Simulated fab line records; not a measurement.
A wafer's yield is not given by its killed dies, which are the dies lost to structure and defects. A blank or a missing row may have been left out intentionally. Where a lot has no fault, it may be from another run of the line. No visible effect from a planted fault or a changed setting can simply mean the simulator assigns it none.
fab line records	flow nand_harc
[record] lots = 24	wafers = 72	last_day = 34
route steps=1302 shown A_DECK1_JOINT@530 A_ONON_D2@559 A_CHANNEL_HOLE_D2@596
lots that met no fault: from a run of the same line without faults
start_h: start of the lot's first displayed wafer, in hours after the record's first day	wait_h: hours elapsed since this lot's preceding step	" unchanged from the row above	L1.1+2: a single row standing in for several wafers	- value missing, or start not given	* or withheld: withheld	< > ~ a bound
route shown NAME@n: names a module that has steps shown in the file, with the first one's number in the route	usual: mean and standard deviation over wafers with no fault	same: alike in all rows	chamber/n: place in a boat	sites: per-site readings	_std_site: standard deviation of those values	_edge_site: mean of outer sites minus mean of inner sites	radius_mm: for every site, how far away it sits from the centre of the wafer	mask NAME#n: copy n	behind: tool/chamber where the wafer was last shaped	hold: why the lot was held/for how many hours/how that ended	device: whichever transistor did not switch (one of n, p or np)	end of line: the route-end tests of the same wafers	a step given without rows: its recipe and nothing more	killed: count of dies lost to structure and defects at first sort (not the wafer's yield)	map: dies across one wafer; x = killed, . = not, _ = none there
set.NAME: the setting the step ran with; set.NAME@STEP: the setting that earlier step ran with	model.NAME: the simulator's own value behind a step, which no gauge read
one table for each step of the route and one row for each wafer, over a sample of lots
services: a tool's chamber out of use, with start hour (start_h, from the record's first day; less than 0 if before it), hours out, and reason
[[steps]]
[step NHARC_A_DECK1_JOINT_ETCHBACK_00]
[recipe] target_depth_a = 300	time_s = 17.4	hbr_flow_sccm = 150	rf_w = 350	icp_w = 350	bias_w = 60	chemistry = HBr
[usual] chamber_pressure_mTorr = 14.999/0.013	drypump_motor_current_A = 5.6/0.33	oes_product_au = 1.001/0.0072	throttle_valve_pct = 23.266/0.0091
lot.wafer	tool	chamber	start_h	wait_h	chamber_pressure_mTorr	drypump_motor_current_A	oes_product_au	rf_hours_counter_h	throttle_valve_pct
L076.2	rie_si-02	1	264.56	0.1	15.010	5.6	0.996	1.0	23.255
L076.3	"	0	"	"	14.988	5.8	0.995	0.9	23.260
L076.6	"	2	"	"	15.013	5.8	0.993	-	23.282
L074.3	rie_si-03	3	264.57	0.1	15.016	5.9	1.005	0.2	23.262
L074.4	"	0	"	"	15.006	5.2	1.000	0.2	23.263
L074.2	"	1	"	"	14.999	6.2	1.008	0.1	23.256
L075.3	rie_si-05	0	264.58	0.1	15.025	5.5	0.999	0.9	23.261
L075.4	"	1	"	"	15.013	5.0	0.994	0.8	23.253
L075.1	"	2	"	"	15.017	5.5	0.990	0.7	23.278
L077.2	rie_si-03	0	275.90	0.1	15.032	5.2	0.993	0.2	23.264
L077.3	"	1	"	"	14.995	6.2	1.002	0.2	23.269
L077.6	"	3	"	"	15.007	5.9	1.009	-	23.282
L078.4	rie_si-02	3	286.16	0.1	14.986	5.7	1.011	0	23.272
L078.1	"	1	"	"	15.006	5.5	0.992	0	23.268
L078.5	"	3	"	"	15.009	5.7	1.006	-	23.271
L079.4	rie_si-02	2	305.39	0.1	15.016	5.8	0.992	0.1	23.262
L079.1	"	0	"	"	15.002	5.8	0.992	0.1	23.280
L079.6	"	3	"	"	15.002	5.7	1.002	-	23.249
L080.3	rie_si-03	3	305.40	0.1	15.012	5.9	1.005	0.5	23.257
L080.4	"	0	"	"	15.018	5.2	1.006	0.4	23.277
L080.5	"	0	"	"	14.997	5.1	1.002	-	23.264
L081.3	rie_si-05	1	328.36	0.1	14.999	5.1	0.998	0.2	23.251
L081.2	"	0	"	"	15.005	5.5	1.008	0.1	23.274
L081.6	"	3	"	"	14.981	5.8	0.995	-	23.272
L082.1	rie_si-02	2	332.89	0.1	14.980	5.8	0.994	0.3	23.264
L082.6	"	1	"	"	14.976	5.5	0.986	-	23.262
L082.5	"	3	"	"	15.009	5.7	1.008	-	23.270
L083.3	rie_si-03	2	339.42	0.1	15.005	6.0	0.993	0.7	23.278
L083.6	"	2	"	"	15.020	6.0	0.988	-	23.268
L083.4	"	0	"	"	15.005	5.1	0.994	-	23.267
L085.3	rie_si-03	0	355.79	0.1	14.981	5.2	1.008	0.8	23.273
L085.6	"	0	"	"	14.999	5.1	1.008	-	23.278
L085.5	"	1	"	"	15.015	6.2	1.009	-	23.273
L084.3	rie_si-02	2	355.83	0.1	15.007	5.8	0.994	0.5	23.281
L084.6	"	3	"	"	15.005	5.7	1.000	-	23.275
L084.4	"	2	"	"	15.012	5.8	1.007	-	23.263
L086.4	rie_si-05	2	365.30	0.1	15.011	5.5	0.999	0.4	23.282
L086.2	"	3	"	"	15.011	5.8	0.988	0.3	23.251
L086.6	"	1	"	"	15.000	5.0	0.991	-	23.266
L087.2	rie_si-05	0	388.43	0.1	15.024	5.5	1.005	0.5	23.269
L087.5	"	3	"	"	14.991	5.8	1.002	-	23.273
L087.6	"	0	"	"	14.984	5.5	1.002	-	23.274
L088.3	rie_si-03	1	388.43	0.1	15.010	6.2	1.006	0.9	23.261
L088.2	"	3	"	"	15.007	5.9	1.001	0.8	23.264
L088.5	"	1	"	"	14.996	6.2	1.013	-	23.266
L089.4	rie_si-05	1	392.28	0.1	15.011	5.0	1.007	0.6	23.262
L089.2	"	2	"	"	15.009	5.5	0.996	0.6	23.261
L089.3	"	0	"	"	14.995	5.5	1.008	0.6	23.266
L090.1	rie_si-02	1	409.05	0.1	14.995	5.5	1.013	0.9	23.274
L090.2	"	3	"	"	14.978	5.7	1.010	1.0	23.268
L090.3	"	3	"	"	14.988	5.8	1.001	-	23.269
L091.4	rie_si-05	3	409.10	0.1	14.986	5.8	1.003	0.7	23.258
L091.2	"	0	"	"	14.988	5.5	1.006	0.7	23.264
L091.5	"	2	"	"	14.997	5.5	1.011	-	23.261
L092.2	rie_si-03	0	434.32	0.1	15.001	5.2	1.008	0.1	23.270
L092.4	"	1	"	"	14.994	6.2	1.010	0.1	23.255
L092.5	"	0	"	"	15.004	5.2	1.001	-	23.258
L093.2	rie_si-02	3	434.42	0.1	15.007	5.7	0.999	1.1	23.275
L093.4	"	0	"	"	14.997	5.8	1.009	0.3	23.259
L093.1	"	1	"	"	14.993	5.5	1.001	1.1	23.272
L094.2	rie_si-03	2	453.31	0.1	14.995	6.0	1.013	0.3	23.265
L094.4	"	3	"	"	15.013	5.9	1.011	0.3	23.254
L094.1	"	0	"	"	14.998	5.2	1.013	0.2	23.266
L095.4	rie_si-05	2	458.76	0.1	14.993	5.5	0.999	1.1	23.272
L095.2	"	1	"	"	14.998	5.1	0.991	1.2	23.264
L095.5	"	2	"	"	14.995	5.6	0.988	-	23.270
L096.2	rie_si-05	0	466.49	0.1	14.987	5.5	1.003	1.2	23.244
L096.4	"	2	"	"	15.006	5.5	0.999	1.1	23.270
L096.6	"	0	"	"	15.003	5.5	0.993	-	23.277
L097.4	rie_si-02	3	487.62	0.1	14.977	5.7	0.988	0.2	23.267
L097.2	"	1	"	"	15.004	5.6	1.005	0.2	23.263
L097.6	"	3	"	"	15.000	5.8	0.988	-	23.267
[step NHARC_A_ONON_D2_THK_MEAS_21]
[recipe] thk_meas_gauge = ellipsometry
[usual] thk_nm = 1001/10
lot.wafer	tool	chamber	start_h	wait_h	thk_nm
L076.2	film_metro-01	-	297.27	-	999
L076.3	"	-	"	"	997
L076.6	"	-	"	"	997
L075.1	film_metro-02	-	297.27	-	988
L075.3	"	-	"	"	989
L075.4	"	-	"	"	989
L074.2	film_metro-02	-	297.31	-	1010
L074.3	"	-	"	"	1009
L074.4	"	-	"	"	1009
L077.2	film_metro-01	-	318.74	-	988
L077.3	"	-	"	"	987
L077.6	"	-	"	"	988
L078.1	film_metro-02	-	318.75	-	1017
L078.4	"	-	"	"	1017
L078.5	"	-	"	"	1016
L080.3	film_metro-01	-	338.35	-	1011
L080.4	"	-	"	"	1012
L080.5	"	-	"	"	1012
L079.1	film_metro-02	-	338.36	-	995
L079.4	"	-	"	"	995
L079.6	"	-	"	"	996
L081.2	film_metro-01	-	365.01	-	1001
L081.3	"	-	"	"	1002
L081.6	"	-	"	"	1003
L082.1	film_metro-02	-	371.58	-	1001
L082.5	"	-	"	"	999
L082.6	"	-	"	"	1001
L083.3	film_metro-01	-	371.59	-	994
L083.4	"	-	"	"	994
L083.6	"	-	"	"	993
L084.3	film_metro-01	-	388.01	-	994
L084.4	"	-	"	"	992
L084.6	"	-	"	"	995
L085.3	film_metro-01	-	388.02	-	1006
L085.5	"	-	"	"	1005
L085.6	"	-	"	"	1005
L086.2	film_metro-02	-	406.48	-	993
L086.4	"	-	"	"	990
L086.6	"	-	"	"	992
L089.2	film_metro-01	-	423.17	-	1000
L089.3	"	-	"	"	1000
L089.4	"	-	"	"	998
L088.2	film_metro-02	-	423.17	-	1003
L088.3	"	-	"	"	1004
L088.5	"	-	"	"	1004
L087.2	film_metro-01	-	423.17	-	1019
L087.5	"	-	"	"	1020
L087.6	"	-	"	"	1019
L091.2	film_metro-02	-	441.01	-	1014
L091.4	"	-	"	"	1017
L091.5	"	-	"	"	1014
L090.1	film_metro-01	-	441.03	-	1000
L090.2	"	-	"	"	1002
L090.3	"	-	"	"	1000
L093.1	film_metro-01	-	465.94	-	990
L093.2	"	-	"	"	988
L093.4	"	-	"	"	989
L092.2	film_metro-02	-	465.96	-	1012
L092.4	"	-	"	"	1011
L092.5	"	-	"	"	1011
L094.1	film_metro-02	-	489.69	-	982
L094.2	"	-	"	"	981
L094.4	"	-	"	"	981
L096.2	film_metro-01	-	502.20	-	1015
L096.4	"	-	"	"	1013
L096.6	"	-	"	"	1016
L095.2	film_metro-01	-	512.04	-	999
L095.4	"	-	"	"	1000
L095.5	"	-	"	"	1002
L097.2	film_metro-01	-	524.50	-	1003
L097.4	"	-	"	"	1002
L097.6	"	-	"	"	1003
[step NHARC_A_ONON_D2_DEP_33]
[recipe] target_thk_a = 2000	temp_c = 400	pressure_torr = 6.5	rf_w = 900	teos_flow_sccm = 161.4	flow_sccm = 2650	target_thk_nm = 200	gas = O2	material = SiO2
[usual] chamber_pressure_Torr = 6.499/0.015	heater_power_w = 498/120	throttle_valve_pct = 15.9/0.55
lot.wafer	tool	chamber	start_h	wait_h	chamber_pressure_Torr	heater_power_w	throttle_valve_pct
L075.3	pecvd-02	1	299.03	0.1	6.477	375	16.2
L075.1	"	0	"	"	6.500	494	15.6
L075.4	"	0	"	"	6.505	505	15.3
L076.3	pecvd-04	1	299.07	0.1	6.504	497	16.4
L076.2	"	2	"	"	6.515	518	15.9
L076.6	"	0	"	"	6.516	543	16.3
L074.3	pecvd-03	2	299.27	0.2	6.476	552	15.2
L074.2	"	0	"	"	6.501	545	15.4
L074.4	"	1	"	"	6.516	591	16.2
L077.3	pecvd-03	1	320.55	0.1	6.508	759	16.2
L077.2	"	2	"	"	6.497	607	15.3
L077.6	"	2	"	"	6.515	618	15.3
L078.1	pecvd-04	2	320.77	0.3	6.492	450	15.9
L078.5	"	0	"	"	6.493	628	16.1
L078.4	"	2	"	"	6.495	458	16.0
L079.1	pecvd-02	1	340.12	0.1	6.497	429	16.6
L079.6	"	1	"	"	6.473	434	16.7
L079.4	"	0	"	"	6.506	490	15.7
L080.3	pecvd-04	0	340.15	0.1	6.465	506	16.2
L080.5	"	0	"	"	6.486	517	16.1
L080.4	"	1	"	"	6.488	430	16.0
L081.3	pecvd-02	2	366.76	0.1	6.514	332	15.4
L081.2	"	1	"	"	6.509	460	16.6
L081.6	"	1	"	"	6.498	338	17.0
L082.1	pecvd-04	0	373.37	0.1	6.511	615	16.2
L082.6	"	2	"	"	6.477	517	16.4
L082.5	"	1	"	"	6.505	456	16.6
L083.3	pecvd-04	0	373.65	0.1	6.511	503	16.3
L083.6	"	2	"	"	6.487	489	16.0
L083.4	"	1	"	"	6.503	405	16.3
L085.3	pecvd-04	0	389.76	0.1	6.500	581	16.5
L085.5	"	0	"	"	6.510	578	16.0
L085.6	"	2	"	"	6.494	502	16.2
L084.3	pecvd-03	0	389.90	0.2	6.506	556	15.1
L084.4	"	1	"	"	6.508	811	15.8
L084.6	"	0	"	"	6.506	558	15.3
L086.2	pecvd-02	2	408.30	0.1	6.489	282	15.6
L086.4	"	1	"	"	6.527	434	17.1
L086.6	"	2	"	"	6.495	300	15.6
L088.3	pecvd-03	2	424.97	0.1	6.494	529	14.7
L088.2	"	0	"	"	6.499	490	15.1
L088.5	"	1	"	"	6.506	652	15.4
L089.2	pecvd-02	2	424.99	0.1	6.469	326	15.7
L089.3	"	1	"	"	6.501	423	16.3
L089.4	"	2	"	"	6.494	331	15.9
L087.2	pecvd-04	2	425.03	0.2	6.501	406	16.3
L087.6	"	0	"	"	6.507	547	16.7
L087.5	"	1	"	"	6.486	434	16.5
L091.2	pecvd-03	0	442.75	0.1	6.487	556	15.2
L091.4	"	0	"	"	6.503	418	15.2
L091.5	"	2	"	"	6.485	566	14.7
L090.1	pecvd-04	1	442.80	0.1	6.503	444	16.6
L090.2	"	2	"	"	6.495	519	16.4
L090.3	"	0	"	"	6.498	591	16.6
L093.1	pecvd-03	2	467.69	0.1	6.504	573	14.9
L093.2	"	1	"	"	6.512	833	15.8
L093.4	"	0	"	"	6.514	543	15.3
L092.2	pecvd-02	1	467.76	0.1	6.506	444	16.6
L092.5	"	0	"	"	6.504	542	15.5
L092.4	"	2	"	"	6.467	337	15.8
L094.1	pecvd-02	0	491.49	0.1	6.513	486	15.4
L094.2	"	1	"	"	6.493	457	16.5
L094.4	"	0	"	"	6.515	480	15.5
L096.2	pecvd-02	0	504.14	0.2	6.495	484	15.4
L096.4	"	0	"	"	6.461	491	15.4
L096.6	"	1	"	"	6.514	356	16.7
L095.2	pecvd-04	1	513.86	0.1	6.515	453	17.2
L095.5	"	1	"	"	6.504	470	17.1
L095.4	"	2	"	"	6.517	548	15.6
L097.2	pecvd-02	2	526.34	0.1	6.486	296	15.8
L097.6	"	0	"	"	6.503	444	15.5
L097.4	"	2	"	"	6.510	304	15.9
[step NHARC_A_CHANNEL_HOLE_D2_ETCH_24]
[recipe] bias_v = 5000	source_w = withheld	pressure_mtorr = 20	time_s = 906.2	ar_flow_sccm = 375	c4f8_flow_sccm = 93.8	o2_flow_sccm = 31.2	temp_c = -20	target_depth_a = 15000	chemistry = C4F8/O2/Ar
[usual] chamber_pressure_mTorr = 19.997/0.017	drypump_motor_current_A = 6.1/0.31	showerhead_plenum_p_Torr = 3.69/0.17	throttle_valve_pct = 32.236/0.0087
lot.wafer	tool	chamber	start_h	wait_h	chamber_pressure_mTorr	drypump_motor_current_A	rf_hours_counter_h	showerhead_plenum_p_Torr	throttle_valve_pct
L076.2	har_etch-02	1	305.85	0.6	19.972	5.7	354	3.49	32.221
L076.3	"	1	"	"	20.009	5.7	-	3.49	32.246
L076.6	"	1	"	"	20.001	5.7	-	3.49	32.227
L075.1	har_etch-01	1	306.01	0.6	19.989	5.9	166	3.68	32.235
L075.3	"	1	"	"	19.999	6.0	-	3.68	32.243
L075.4	"	0	"	"	20.002	6.2	-	3.54	32.225
L074.2	har_etch-02	0	309.87	0.6	20.000	6.5	358	3.90	32.240
L074.3	"	0	"	"	20.019	6.5	-	3.90	32.240
L074.4	"	1	"	"	19.992	5.7	-	3.49	32.256
L077.2	har_etch-01	1	333.66	0.6	19.992	5.9	178	3.67	32.233
L077.3	"	0	"	"	19.988	6.2	-	3.53	32.247
L077.6	"	1	"	"	19.995	5.9	-	3.67	32.247
L078.1	har_etch-02	1	336.97	0.6	20.023	5.8	373	3.48	32.244
L078.4	"	1	"	"	20.008	5.7	-	3.48	32.235
L078.5	"	1	"	"	19.996	5.7	-	3.48	32.229
L080.3	har_etch-02	0	349.50	0.6	20.024	6.5	-	3.89	32.230
L080.4	"	1	"	"	20.013	5.7	-	3.47	32.224
L080.5	"	1	"	"	20.000	5.7	-	3.47	32.224
L079.1	har_etch-01	1	349.82	0.6	19.997	5.9	189	3.67	32.245
L079.4	"	1	"	"	19.982	5.9	-	3.67	32.227
L079.6	"	0	"	"	20.023	6.2	-	3.53	32.243
L081.2	har_etch-02	1	373.48	0.6	20.007	5.7	396	3.47	32.236
L081.3	"	1	"	"	20.016	5.7	-	3.47	32.251
L081.6	"	1	"	"	19.999	5.7	-	3.47	32.233
L082.1	har_etch-01	1	382.54	0.6	19.982	5.8	204	3.66	32.242
L082.6	"	1	"	"	19.984	5.9	-	3.66	32.230
L082.5	"	0	"	"	20.033	6.2	-	3.52	32.235
L083.4	har_etch-01	0	386.97	0.6	19.975	6.2	-	3.52	32.235
L083.3	"	1	"	"	20.030	5.9	-	3.66	32.253
L083.6	"	0	"	"	19.962	6.2	-	3.52	32.232
L085.3	har_etch-02	1	400.35	0.6	20.002	5.7	-	3.92	32.240
L085.6	"	0	"	"	19.982	6.6	-	3.88	32.244
L085.5	"	1	"	"	20.010	5.7	-	3.92	32.242
L084.3	har_etch-01	0	403.64	0.6	19.997	6.2	-	3.51	32.230
L084.4	"	1	"	"	19.955	5.9	-	3.65	32.231
L084.6	"	0	"	"	20.000	6.2	-	3.51	32.229
L086.2	har_etch-01	1	417.10	0.6	20.023	5.9	232	3.65	32.226
L086.4	"	1	"	"	19.968	5.8	-	3.65	32.233
L086.6	"	1	"	"	20.021	5.8	-	3.65	32.245
L088.2	har_etch-01	0	432.11	0.6	19.990	6.2	243	3.50	32.232
L088.3	"	1	"	"	20.006	5.9	-	3.64	32.245
L088.5	"	1	"	"	19.993	5.9	-	3.64	32.238
L087.2	har_etch-02	1	435.79	0.6	19.971	5.7	28	3.91	32.253
L087.5	"	1	"	"	19.978	5.7	-	3.91	32.232
L087.6	"	0	"	"	20.012	6.5	-	3.87	32.246
L089.2	har_etch-01	0	436.28	0.6	19.986	6.2	247	3.50	32.233
L089.4	"	1	"	"	20.010	5.9	-	3.64	32.232
L089.3	"	0	"	"	20.014	6.1	-	3.50	32.244
L091.2	har_etch-01	0	449.81	0.6	19.986	6.1	251	3.49	32.231
L091.4	"	1	"	"	20.008	5.8	-	3.64	32.243
L091.5	"	0	"	"	19.974	6.2	-	3.49	32.244
L090.1	har_etch-02	1	451.41	0.6	19.964	5.7	36	3.91	32.239
L090.2	"	0	"	"	19.982	6.5	36	3.86	32.249
L090.3	"	1	"	"	20.004	5.7	-	3.91	32.230
L093.1	har_etch-01	0	474.66	0.6	20.018	6.1	266	3.49	32.229
L093.2	"	1	"	"	20.005	5.9	266	3.63	32.230
L093.4	"	1	"	"	19.993	5.9	-	3.63	32.235
L092.2	har_etch-02	1	475.22	0.6	20.013	5.7	51	3.90	32.241
L092.4	"	0	"	"	19.982	6.5	-	3.85	32.222
L092.5	"	0	"	"	20.012	6.6	-	3.85	32.218
L094.2	har_etch-01	1	502.92	0.6	19.983	5.9	278	3.62	32.235
L094.1	"	0	"	"	20.010	6.2	278	3.48	32.230
L094.4	"	0	"	"	20.009	6.2	-	3.48	32.243
L096.2	har_etch-02	0	512.43	0.6	20.002	6.6	70	3.84	32.224
L096.4	"	1	"	"	20.016	5.7	-	3.89	32.251
L096.6	"	0	"	"	20.007	6.5	-	3.84	32.232
L095.2	har_etch-02	0	520.64	0.6	19.985	6.6	74	3.84	32.222
L095.4	"	1	"	"	20.005	5.7	-	3.88	32.233
L095.5	"	1	"	"	19.981	5.7	-	3.89	32.235
L097.2	har_etch-02	1	533.01	0.6	20.019	5.7	78	3.88	32.223
L097.4	"	0	"	"	19.991	6.5	-	3.84	32.240
L097.6	"	0	"	"	19.984	6.5	-	3.84	32.247
[step NHARC_A_CHANNEL_HOLE_D2_ETCH_25]
[recipe] bias_v = 5000	source_w = withheld	pressure_mtorr = 20	time_s = 1040.2	ar_flow_sccm = 375	c4f8_flow_sccm = 93.8	o2_flow_sccm = 31.2	temp_c = -20	target_depth_a = 15000	chemistry = C4F8/O2/Ar
[usual] chamber_pressure_mTorr = 19.999/0.018	drypump_motor_current_A = 6.1/0.31	showerhead_plenum_p_Torr = 3.69/0.17	throttle_valve_pct = 32.236/0.0091
lot.wafer	tool	chamber	start_h	wait_h	chamber_pressure_mTorr	drypump_motor_current_A	rf_hours_counter_h	showerhead_plenum_p_Torr	throttle_valve_pct
L076.2	har_etch-02	1	306.64	0.7	19.977	5.7	355	3.49	32.236
L076.3	"	1	"	"	19.982	5.7	-	3.49	32.254
L076.6	"	1	"	"	19.989	5.7	-	3.49	32.221
L075.1	har_etch-01	1	306.79	0.6	20.012	5.9	167	3.68	32.253
L075.3	"	1	"	"	19.996	5.9	-	3.68	32.240
L075.4	"	0	"	"	20.009	6.2	-	3.54	32.251
L074.2	har_etch-02	0	310.64	0.6	19.975	6.6	359	3.90	32.239
L074.3	"	0	"	"	19.987	6.6	-	3.90	32.234
L074.4	"	1	"	"	19.997	5.7	-	3.49	32.236
L077.2	har_etch-01	1	334.45	0.7	20.007	5.9	178	3.67	32.233
L077.3	"	0	"	"	20.006	6.2	-	3.53	32.240
L077.6	"	1	"	"	20.038	5.9	-	3.67	32.258
L078.1	har_etch-02	1	337.74	0.6	20.011	5.7	374	3.48	32.240
L078.4	"	1	"	"	19.989	5.7	-	3.48	32.227
L078.5	"	1	"	"	19.965	5.7	-	3.48	32.239
L080.3	har_etch-02	0	350.32	0.7	19.998	6.5	-	3.89	32.232
L080.4	"	1	"	"	20.010	5.7	-	3.47	32.251
L080.5	"	1	"	"	20.003	5.8	-	3.47	32.222
L079.1	har_etch-01	1	350.59	0.6	20.045	5.9	190	3.67	32.247
L079.4	"	1	"	"	19.991	5.9	-	3.67	32.238
L079.6	"	0	"	"	19.980	6.2	-	3.53	32.227
L081.2	har_etch-02	1	374.24	0.6	20.029	5.7	396	3.47	32.233
L081.3	"	1	"	"	20.013	5.7	-	3.47	32.230
L081.6	"	1	"	"	19.986	5.7	-	3.47	32.243
L082.1	har_etch-01	1	383.31	0.6	20.001	5.9	205	3.66	32.239
L082.6	"	1	"	"	20.010	5.9	-	3.66	32.223
L082.5	"	0	"	"	20.005	6.2	-	3.52	32.224
L083.4	har_etch-01	0	387.77	0.7	20.005	6.2	-	3.52	32.235
L083.3	"	1	"	"	20.006	5.9	-	3.66	32.217
L083.6	"	0	"	"	20.013	6.2	-	3.52	32.239
L085.3	har_etch-02	1	401.17	0.7	20.001	5.7	-	3.92	32.228
L085.6	"	0	"	"	19.994	6.5	-	3.88	32.235
L085.5	"	1	"	"	19.972	5.7	-	3.92	32.240
L084.3	har_etch-01	0	404.44	0.7	19.985	6.1	-	3.51	32.220
L084.4	"	1	"	"	19.993	5.9	-	3.65	32.236
L084.6	"	0	"	"	20.003	6.2	-	3.51	32.241
L086.2	har_etch-01	1	417.89	0.7	19.968	5.9	232	3.65	32.236
L086.4	"	1	"	"	19.990	5.9	-	3.65	32.254
L086.6	"	1	"	"	19.988	5.9	-	3.65	32.246
L088.2	har_etch-01	0	432.89	0.7	20.011	6.2	244	3.50	32.236
L088.3	"	1	"	"	20.002	5.9	-	3.64	32.221
L088.5	"	1	"	"	20.000	5.9	-	3.64	32.241
L087.2	har_etch-02	1	436.54	0.6	20.001	5.7	29	3.91	32.239
L087.5	"	1	"	"	19.967	5.7	-	3.91	32.235
L087.6	"	0	"	"	20.053	6.5	-	3.87	32.246
L089.2	har_etch-01	0	437.07	0.7	20.030	6.2	248	3.49	32.251
L089.4	"	1	"	"	20.027	5.9	-	3.64	32.228
L089.3	"	0	"	"	19.997	6.2	-	3.50	32.246
L091.2	har_etch-01	0	450.60	0.7	19.982	6.2	252	3.49	32.242
L091.4	"	1	"	"	19.999	5.9	-	3.63	32.246
L091.5	"	0	"	"	20.010	6.2	-	3.49	32.231
L090.1	har_etch-02	1	452.17	0.6	20.017	5.7	37	3.91	32.234
L090.2	"	0	"	"	20.031	6.5	37	3.86	32.247
L090.3	"	1	"	"	20.010	5.7	-	3.91	32.225
L093.1	har_etch-01	0	475.42	0.6	19.983	6.2	267	3.49	32.231
L093.2	"	1	"	"	19.977	5.9	267	3.63	32.233
L093.4	"	1	"	"	20.010	5.9	-	3.63	32.236
L092.2	har_etch-02	1	476.01	0.7	19.984	5.7	52	3.90	32.233
L092.4	"	0	"	"	20.023	6.6	-	3.85	32.221
L092.5	"	0	"	"	19.978	6.5	-	3.85	32.249
L094.2	har_etch-01	1	503.69	0.6	20.018	5.9	278	3.62	32.224
L094.1	"	0	"	"	20.015	6.2	278	3.48	32.242
L094.4	"	0	"	"	19.984	6.2	-	3.48	32.245
L096.2	har_etch-02	0	513.19	0.6	19.963	6.5	71	3.84	32.241
L096.4	"	1	"	"	20.001	5.7	-	3.89	32.241
L096.6	"	0	"	"	20.031	6.5	-	3.84	32.231
L095.2	har_etch-02	0	521.43	0.7	19.952	6.6	75	3.84	32.235
L095.4	"	1	"	"	19.981	5.7	-	3.89	32.226
L095.5	"	1	"	"	19.956	5.7	-	3.89	32.224
L097.2	har_etch-02	1	533.79	0.7	20.002	5.7	79	3.88	32.243
L097.4	"	0	"	"	19.971	6.5	-	3.84	32.235
L097.6	"	0	"	"	20.032	6.5	-	3.84	32.251
[step NHARC_A_CHANNEL_HOLE_D2_CD_MEAS_31]
[usual] cd_nm = 90.1/0.89
lot.wafer	tool	chamber	start_h	wait_h	cd_nm
L076.2	cd_sem-02	-	309.15	-	90.1
L076.3	"	-	"	"	89.7
L076.6	"	-	"	"	90.6
L075.1	cd_sem-02	-	309.69	-	88.8
L075.3	"	-	"	"	89.3
L075.4	"	-	"	"	90.9
L074.2	cd_sem-02	-	313.27	-	90.0
L074.3	"	-	"	"	90.3
L074.4	"	-	"	"	90.5
L077.2	cd_sem-02	-	336.94	-	89.2
L077.3	"	-	"	"	89.7
L077.6	"	-	"	"	87.8
L078.1	cd_sem-02	-	340.36	-	90.9
L078.4	"	-	"	"	89.2
L078.5	"	-	"	"	89.6
L080.3	cd_sem-01	-	352.66	-	91.5
L080.4	"	-	"	"	90.1
L080.5	"	-	"	"	90.0
L079.1	cd_sem-02	-	353.06	-	90.5
L079.4	"	-	"	"	90.1
L079.6	"	-	"	"	89.5
L081.2	cd_sem-03	-	376.89	-	89.5
L081.3	"	-	"	"	90.5
L081.6	"	-	"	"	90.3
L082.1	cd_sem-03	-	385.93	-	90.0
L082.5	"	-	"	"	89.3
L082.6	"	-	"	"	90.2
L083.3	cd_sem-03	-	390.16	-	89.0
L083.4	"	-	"	"	90.1
L083.6	"	-	"	"	90.9
L085.3	cd_sem-02	-	403.36	-	90.2
L085.5	"	-	"	"	89.9
L085.6	"	-	"	"	89.4
L084.3	cd_sem-03	-	406.78	-	89.4
L084.4	"	-	"	"	89.5
L084.6	"	-	"	"	88.6
L086.2	cd_sem-01	-	420.54	-	90.1
L086.4	"	-	"	"	88.9
L086.6	"	-	"	"	89.8
L088.2	cd_sem-02	-	435.36	-	90.9
L088.3	"	-	"	"	89.1
L088.5	"	-	"	"	88.4
L087.2	cd_sem-02	-	439.17	-	92.7
L087.5	"	-	"	"	91.2
L087.6	"	-	"	"	92.5
L089.2	cd_sem-03	-	439.54	-	88.6
L089.3	"	-	"	"	91.2
L089.4	"	-	"	"	90.6
L091.2	cd_sem-01	-	453.24	-	89.9
L091.4	"	-	"	"	90.8
L091.5	"	-	"	"	91.4
L090.1	cd_sem-03	-	454.79	-	91.2
L090.2	"	-	"	"	90.1
L090.3	"	-	"	"	91.5
L093.1	cd_sem-03	-	478.05	-	89.6
L093.2	"	-	"	"	90.0
L093.4	"	-	"	"	90.0
L092.2	cd_sem-03	-	478.48	-	90.4
L092.4	"	-	"	"	90.7
L092.5	"	-	"	"	90.0
L094.1	cd_sem-03	-	506.31	-	90.8
L094.2	"	-	"	"	90.2
L094.4	"	-	"	"	90.3
L096.2	cd_sem-01	-	515.82	-	90.9
L096.4	"	-	"	"	91.1
L096.6	"	-	"	"	91.3
L095.2	cd_sem-03	-	523.92	-	89.3
L095.4	"	-	"	"	89.5
L095.5	"	-	"	"	88.7
L097.2	cd_sem-02	-	536.29	-	90.9
L097.4	"	-	"	"	89.3
L097.6	"	-	"	"	89.2
[[services]]
tool	chamber	start_h	hours	kind
rie_si-03	0	248.99	1.3	repair
pecvd-04	-	269.21	13.0	pm
rie_si-02	-	277.00	9.0	pm
rie_si-05	-	305.00	9.0	pm
rie_si-03	3	310.82	36.1	repair
rie_si-02	0	316.55	106.7	repair
rie_si-05	2	322.81	12.8	repair
pecvd-02	2	331.50	2.7	repair
pecvd-04	-	344.28	4.8	repair
pecvd-03	-	366.35	13.0	pm
har_etch-02	-	377.00	17.0	pm
rie_si-03	-	398.00	9.0	pm
pecvd-02	0	404.50	20.8	repair
rie_si-02	2	407.47	6.4	repair
pecvd-02	-	408.71	13.0	pm
rie_si-03	-	434.98	0.3	repair
rie_si-03	0	435.50	15.6	repair
pecvd-04	-	450.21	13.0	pm
rie_si-05	1	450.53	3.0	repair
rie_si-02	-	454.00	9.0	pm
pecvd-02	1	454.41	6.2	repair
rie_si-05	-	482.00	9.0	pm
rie_si-03	-	485.67	12.6	repair
pecvd-04	-	502.11	2.8	repair
[[key]]
fault none
